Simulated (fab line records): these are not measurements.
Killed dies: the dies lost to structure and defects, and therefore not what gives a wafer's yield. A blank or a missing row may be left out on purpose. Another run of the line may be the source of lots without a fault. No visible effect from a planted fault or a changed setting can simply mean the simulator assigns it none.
fab line records | flow n5_finfet
record lots=6 | wafers=18 | last_day=20
route steps=1938 shown STI_FIN_REVEAL@192 PASSIVATION@1936
lots untouched by any fault: they come from a run of this same line in which no faults occurred
start_h: start of the lot's first displayed wafer, in hours after the record's first day | wait_h: time in hours since the lot's previous step | " identical to the entry in the row above | L1.1+2: several wafers, shown together as one row | - no value, or no start given | * or withheld: withheld | < > ~ a bound
route shown NAME@n: a module of which the file shows steps, and the number in the route of the first | usual: mean/standard deviation taken from wafers without a fault | same: alike in all rows | chamber/n: place in a boat | sites: each site's reading | _std_site: standard deviation of those values | _edge_site: the outer-site mean with the inner-site mean subtracted | radius_mm: how far each site lies from the wafer's centre | mask NAME#n: copy n | behind: the tool/chamber that last shaped the wafer | hold: reason for holding the lot/hours on hold/outcome of the hold | device: which transistor (n, p or np) failed to switch | end of line: at the end of the route, the tests of the same wafers | step lacking rows: just its recipe | killed: not the wafer's yield, but the dies lost to structure and defects at the first sort | map: shows each die of a wafer: x if killed, . if not, _ if none is there
set.NAME: the setting that was run; set.NAME@STEP: the one run at that earlier step | model.NAME: the simulator's own value behind a step, which no gauge read
lots seen at some steps along the route; tables by step, rows by wafer
services: a tool's chamber out of use, with start hour (start_h, from the record's first day; less than 0 if before it), hours out, and reason
## steps
# step N5_STI_FIN_REVEAL_PRECLEAN_25
# recipe chemistry=SPM | time_s=90 | temp_c=120 | mix=4:1
# step N5_STI_FIN_REVEAL_PRECLEAN_26
# recipe chemistry=SC1 | time_s=45 | temp_c=46 | mix=1:2:100
# step N5_STI_FIN_REVEAL_PRECLEAN_29
# recipe chemistry=DHF | time_s=30 | temp_c=25 | dilution=300:1
# step N5_STI_FIN_REVEAL_SRD_12
# recipe time_s=30 | temp_c=23 | rinse_liquid=diw | dry=ipa_marangoni
# step N5_STI_FIN_REVEAL_RECESS_09
# recipe chemistry=HF/NH3 | target=SiO2 | afs_cycles=11 | target_depth_a=425 | temp_c=30 | sublimation_temp_c=180 | sublimation_time_s=60
# usual drypump_motor_current_A=5.8/0.39
lot.wafer | tool          | chamber | start_h | wait_h | drypump_motor_current_A
L279.3    | vapor_etch-02 | 1       | 55.22   | 0.6    | 5.4
L279.4    | "             | 0       | "       | "      | 5.6
L279.6    | "             | 1       | "       | "      | 5.4
L288.1    | vapor_etch-02 | 1       | 109.89  | 0.0    | 5.5
L288.4    | "             | 0       | "       | "      | 5.6
L288.5    | "             | 1       | "       | "      | 5.4
L290.1    | vapor_etch-01 | 1       | 117.73  | 0.0    | 6.5
L290.2    | "             | 0       | "       | "      | 6.0
L290.4    | "             | 0       | "       | "      | 6.0
L291.1    | vapor_etch-01 | 0       | 123.88  | 0.0    | 5.9
L291.3    | "             | 1       | "       | "      | 6.5
L291.6    | "             | 1       | "       | "      | 6.5
L297.2    | vapor_etch-02 | 1       | 171.20  | 0.0    | 5.5
L297.3    | "             | 1       | "       | "      | 5.5
L297.5    | "             | 1       | "       | "      | 5.5
L298.2    | vapor_etch-01 | 0       | 172.10  | 0.1    | 5.9
L298.4    | "             | 1       | "       | "      | 6.5
L298.5    | "             | 1       | "       | "      | 6.4
# step N5_STI_FIN_REVEAL_STRIP_16
# recipe chemistry=H3PO4 | material=SiNx | temp_c=165 | target_depth_a=238 | overetch_fraction=0.4964 | dry=ipa_marangoni
# step N5_STI_FIN_REVEAL_PRECLEAN_17
# recipe chemistry=NF3:NH3 | afs_cycles=1 | temp_c=30 | time_s=20 | sublimation_temp_c=180 | sublimation_time_s=60 | pressure_torr=3 | rf_power_w=30
# step N5_STI_FIN_REVEAL_ETCH_34
# recipe chemistry=H2 | mode=isotropic | material=Si | target=Si | target_depth_a=9.7 | temp_c=20 | pressure_mtorr=4.5 | icp_w=300 | bias_w=0 | h2_flow_sccm=7.5 | he_flow_sccm=142.5
# usual drypump_motor_current_A=5.7/0.53 | oes_product_au=1.001/0.023 | throttle_valve_pct=25.83/0.28
# same bias_w=0
lot.wafer | tool      | chamber | start_h | wait_h | drypump_motor_current_A | oes_product_au | rf_hours_counter_h | throttle_valve_pct
L279.3    | rie_si-03 | 1       | 57.03   | 0.1    | 5.7                     | 0.976          | 181                | 25.97
L279.4    | "         | 2       | "       | "      | 5.2                     | 1.013          | 105                | 25.67
L279.6    | "         | 0       | "       | "      | 6.0                     | 0.967          | -                  | 25.32
L288.1    | rie_si-01 | 3       | 111.98  | 0.2    | 5.7                     | 0.987          | 123                | 25.25
L288.4    | "         | 0       | "       | "      | 5.5                     | 0.978          | 92                 | 25.74
L288.5    | "         | 0       | "       | "      | 5.4                     | 0.990          | -                  | 25.74
L290.1    | rie_si-03 | 3       | 119.82  | 0.2    | 4.9                     | 1.022          | 80                 | 25.90
L290.2    | "         | 0       | "       | "      | 6.0                     | 0.980          | 148                | 25.34
L290.4    | "         | 1       | "       | "      | 5.6                     | 0.985          | 182                | 25.96
L291.1    | rie_si-01 | 1       | 126.21  | 0.2    | 6.7                     | 1.035          | 83                 | 26.04
L291.3    | "         | 0       | "       | "      | 5.4                     | 0.986          | 92                 | 25.74
L291.6    | "         | 1       | "       | "      | 6.7                     | 1.042          | -                  | 26.04
L297.2    | rie_si-03 | 2       | 173.31  | 0.1    | 5.2                     | 1.031          | 107                | 25.67
L297.3    | "         | 1       | "       | "      | 5.6                     | 0.987          | 183                | 25.97
L297.5    | "         | 1       | "       | "      | 5.6                     | 0.989          | -                  | 25.94
L298.2    | rie_si-02 | 2       | 174.19  | 0.1    | 5.0                     | 1.017          | 73                 | 26.02
L298.4    | "         | 1       | "       | "      | 5.8                     | 0.985          | 185                | 26.14
L298.5    | "         | 1       | "       | "      | 5.8                     | 0.989          | -                  | 26.13
# step N5_STI_FIN_REVEAL_OXIDATION_31
# recipe chemistry=O2_PLASMA_REMOTE | temp_c=150 | time_s=20 | pressure_mtorr=1000 | source_power_w=2000 | o2_flow_sccm=3000
# usual drypump_motor_current_A=5.25/0.2 | heater_power_w=148/8.4 | temp_c=149.99/0.15 | temp_c_max=150.7/0.34
lot.wafer | tool            | chamber | start_h | wait_h | drypump_motor_current_A | heater_power_w | rf_hours_counter_h | temp_c | temp_c_max
L279.3    | plasma_asher-01 | 0       | 57.11   | 0.1    | 5.36                    | 152            | -                  | 149.94 | 150.4
L279.4    | "               | 1       | "       | "      | 4.92                    | 137            | -                  | 150.36 | 150.9
L279.6    | "               | 1       | "       | "      | 4.91                    | 137            | -                  | 150.24 | 150.6
L288.1    | plasma_asher-02 | 1       | 112.04  | 0.0    | 5.33                    | 158            | 44                 | 150.18 | 151.0
L288.4    | "               | 0       | "       | "      | 5.38                    | 150            | -                  | 149.94 | 150.7
L288.5    | "               | 0       | "       | "      | 5.38                    | 154            | -                  | 150.06 | 151.1
L290.1    | plasma_asher-02 | 0       | 120.20  | 0.4    | 5.40                    | 154            | 46                 | 150.07 | 150.9
L290.2    | "               | 1       | "       | "      | 5.33                    | 158            | 46                 | 149.92 | 150.8
L290.4    | "               | 0       | "       | "      | 5.40                    | 152            | -                  | 150.35 | 151.4
L291.1    | plasma_asher-01 | 1       | 126.27  | 0.0    | 4.89                    | 133            | 96                 | 149.82 | 150.3
L291.3    | "               | 0       | "       | "      | 5.35                    | 143            | -                  | 149.94 | 150.3
L291.6    | "               | 1       | "       | "      | 4.90                    | 133            | -                  | 149.92 | 150.3
L297.2    | plasma_asher-02 | 1       | 173.37  | 0.0    | 5.32                    | 152            | 53                 | 150.07 | 151.1
L297.3    | "               | 0       | "       | "      | 5.38                    | 150            | -                  | 150.22 | 151.1
L297.5    | "               | 0       | "       | "      | 5.38                    | 149            | -                  | 150.12 | 151.2
L298.2    | plasma_asher-02 | 0       | 174.25  | 0.0    | 5.37                    | 152            | 54                 | 150.02 | 151.0
L298.4    | "               | 0       | "       | "      | 5.42                    | 150            | -                  | 149.85 | 150.9
L298.5    | "               | 1       | "       | "      | 5.32                    | 157            | -                  | 149.95 | 150.7
# step N5_STI_FIN_REVEAL_PRECLEAN_32
# recipe chemistry=NF3:NH3 | afs_cycles=1 | temp_c=30 | time_s=20 | sublimation_temp_c=180 | sublimation_time_s=60 | pressure_torr=3 | rf_power_w=30
# step N5_STI_FIN_REVEAL_STRIP_35
# recipe chemistry=H3PO4 | material=Si3N4 | temp_c=165 | target_depth_a=40 | time_s=39
# step N5_STI_FIN_REVEAL_SRD_21
# recipe dry=ipa_marangoni | time_s=30 | temp_c=23 | rinse_liquid=diw
# step N5_STI_FIN_REVEAL_OXIDATION_33
# recipe chemistry=O2_PLASMA_REMOTE | temp_c=150 | time_s=20 | pressure_mtorr=1000 | source_power_w=2000 | o2_flow_sccm=3000
# usual drypump_motor_current_A=5.24/0.21 | heater_power_w=148/9 | temp_c=149.98/0.15 | temp_c_max=150.7/0.37
lot.wafer | tool            | chamber | start_h | wait_h | drypump_motor_current_A | heater_power_w | rf_hours_counter_h | temp_c | temp_c_max
L279.3    | plasma_asher-02 | 0       | 57.50   | 0.0    | 5.41                    | 154            | -                  | 149.99 | 151.0
L279.4    | "               | 1       | "       | "      | 5.32                    | 161            | -                  | 150.00 | 151.0
L279.6    | "               | 1       | "       | "      | 5.32                    | 156            | -                  | 149.92 | 150.7
L288.1    | plasma_asher-01 | 0       | 112.39  | 0.0    | 5.37                    | 149            | 94                 | 150.06 | 150.6
L288.4    | "               | 0       | "       | "      | 5.35                    | 151            | -                  | 150.23 | 150.6
L288.5    | "               | 1       | "       | "      | 4.91                    | 134            | -                  | 149.76 | 150.2
L290.1    | plasma_asher-02 | 1       | 120.56  | 0.0    | 5.33                    | 154            | 46                 | 146.69 | 147.7
L290.2    | "               | 0       | "       | "      | 5.41                    | 146            | 46                 | 146.59 | 147.7
L290.4    | "               | 0       | "       | "      | 5.40                    | 145            | -                  | 146.43 | 147.3
L291.1    | plasma_asher-02 | 0       | 126.62  | 0.0    | 5.37                    | 143            | 47                 | 146.66 | 148.0
L291.3    | "               | 1       | "       | "      | 5.31                    | 148            | -                  | 146.72 | 147.6
L291.6    | "               | 1       | "       | "      | 5.31                    | 151            | -                  | 146.61 | 147.6
L297.2    | plasma_asher-01 | 1       | 173.72  | 0.0    | 4.89                    | 134            | 104                | 150.16 | 150.5
L297.3    | "               | 1       | "       | "      | 4.89                    | 131            | -                  | 150.23 | 150.8
L297.5    | "               | 0       | "       | "      | 5.39                    | 150            | -                  | 150.10 | 150.6
L298.2    | plasma_asher-01 | 1       | 174.62  | 0.0    | 4.89                    | 134            | 104                | 149.85 | 150.3
L298.4    | "               | 0       | "       | "      | 5.37                    | 149            | -                  | 149.85 | 150.3
L298.5    | "               | 0       | "       | "      | 5.38                    | 150            | -                  | 149.92 | 150.4
# step N5_STI_FIN_REVEAL_CLEAN_19
# recipe chemistry=O3/DIW | temp_c=25 | time_s=120 | o3_ppm=10
# step N5_PASSIVATION_PROBE_49
# usual killed_at_M0_to_M3=37/12 | killed_at_M4_up=15/5.6 | killed_at_contacts=13/6.9 | killed_at_front_end=40/11 | killed_at_other=4/3.2 | killed_dies=109/20 | killed_open=73/15 | killed_short=35/8.3
# same gross_dies=1180 | killed_at_back_side=0
lot.wafer | tool      | chamber | start_h | wait_h | killed_at_M0_to_M3 | killed_at_M4_up | killed_at_contacts | killed_at_front_end | killed_at_other | killed_dies | killed_open | killed_short
L288.1    | prober-02 | -       | 403.09  | 0.0    | 19                 | 8               | 13                 | 39                  | 4               | 83          | 57          | 26
L288.4    | prober-02 | -       | 403.24  | 0.2    | 14                 | 11              | 9                  | 39                  | 1               | 74          | 45          | 27
L288.5    | prober-02 | -       | 403.29  | 0.2    | 20                 | 16              | 4                  | 37                  | 2               | 79          | 61          | 14
L290.1    | prober-01 | -       | 411.84  | 0.0    | 39                 | 14              | 9                  | 37                  | 5               | 104         | 62          | 42
L290.4    | prober-01 | -       | 411.99  | 0.2    | 30                 | 9               | 4                  | 37                  | 2               | 82          | 53          | 29
# killed by level:class
L288.1 MOL_CONTACT_COAG:geometric_particle:open=10 DUMMY_GATE:geometric_particle:open=9 STI_FIN_REVEAL:geometric_particle:open=7 FIN_SAQP:geometric_particle:open=6 BEOL_M0_SAQP:geometric_particle:open=5 BEOL_M2:geometric_particle:open=5 BEOL_M1:geometric_particle:open=4 STI_FIN_REVEAL:geometric_particle:short=3
L288.4 STI_FIN_REVEAL:geometric_particle:open=9 MOL_CONTACT_COAG:geometric_particle:open=8 ILD0:geometric_particle:open=7 DUMMY_GATE:geometric_particle:open=6 BEOL_M0_SAQP:geometric_particle:short=6 FIN_SAQP:geometric_particle:short=4 BEOL_M4:geometric_particle:open=3 ILD0:geometric_particle:short=3
L288.5 STI_FIN_REVEAL:geometric_particle:open=17 BEOL_M1:geometric_particle:open=6 BEOL_M8:geometric_particle:open=6 BEOL_M2:geometric_particle:open=5 BEOL_M4:geometric_particle:open=5 DUMMY_GATE:geometric_particle:open=4 MOL_CONTACT_COAG:geometric_particle:open=4 FIN_SAQP:geometric_particle:open=3
L290.1 FIN_SAQP:geometric_particle:short=12 BEOL_M1:geometric_particle:short=8 FIN_SAQP:geometric_particle:open=7 MOL_CONTACT_COAG:geometric_particle:open=7 BEOL_M1:geometric_particle:open=7 BEOL_M3:geometric_particle:open=7 STI_FIN_REVEAL:geometric_particle:open=6 BEOL_M2:geometric_particle:short=6
L290.4 FIN_SAQP:geometric_particle:short=8 GATE_CUT:geometric_particle:short=7 BEOL_M1:geometric_particle:open=7 BEOL_M0_SAQP:geometric_particle:open=6 FIN_SAQP:geometric_particle:open=5 BEOL_M3:geometric_particle:open=5 DUMMY_GATE:geometric_particle:open=4 BEOL_M2:geometric_particle:open=4
## services
tool            | chamber | start_h | hours | kind
rie_si-01       | -       | 37.42   | 14.6  | pm
rie_si-03       | 0       | 38.13   | 3.4   | repair
plasma_asher-01 | -       | 45.23   | 0.5   | repair
rie_si-03       | -       | 70.51   | 2.8   | pm
plasma_asher-01 | -       | 117.74  | 3.1   | repair
rie_si-01       | 1       | 143.65  | 4.7   | repair
rie_si-02       | 0       | 144.13  | 3.1   | repair
rie_si-01       | 2       | 148.58  | 5.1   | repair
plasma_asher-02 | -       | 150.58  | 0.7   | repair
## key
first_sign step=N5_STI_FIN_REVEAL_OXIDATION_33 | reading=temp_c | direction=down | sigmas=23 | usual=* | struck=*
effect step=N5_STI_FIN_REVEAL_OXIDATION_33 | reading=temp_c_max | direction=down | sigmas=8.1 | usual=* | struck=*
met_at N5_STI_FIN_REVEAL_OXIDATION_33
struck_wafers L290.1,L290.2,L290.4,L291.1,L291.3,L291.6
tester_left_out L290,L291
onset_between 57.50 120.56
fault kind=process_parameter_drift | tool=plasma_asher-02 | chamber=- | onset_h=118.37 | steps=N5_STI_FIN_REVEAL_OXIDATION_33 | channel=temp_c | offset=* | shape=step | end_h=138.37 | acts_in=* | stated=*
# tester_left_out: of these lots the tester's yield and bins aren't shown, on N5 and GAA mostly nor the transistor test; their killed dies are dies lost to structure and defects alone, not to doping, threshold or leakage, so they don't give the yield
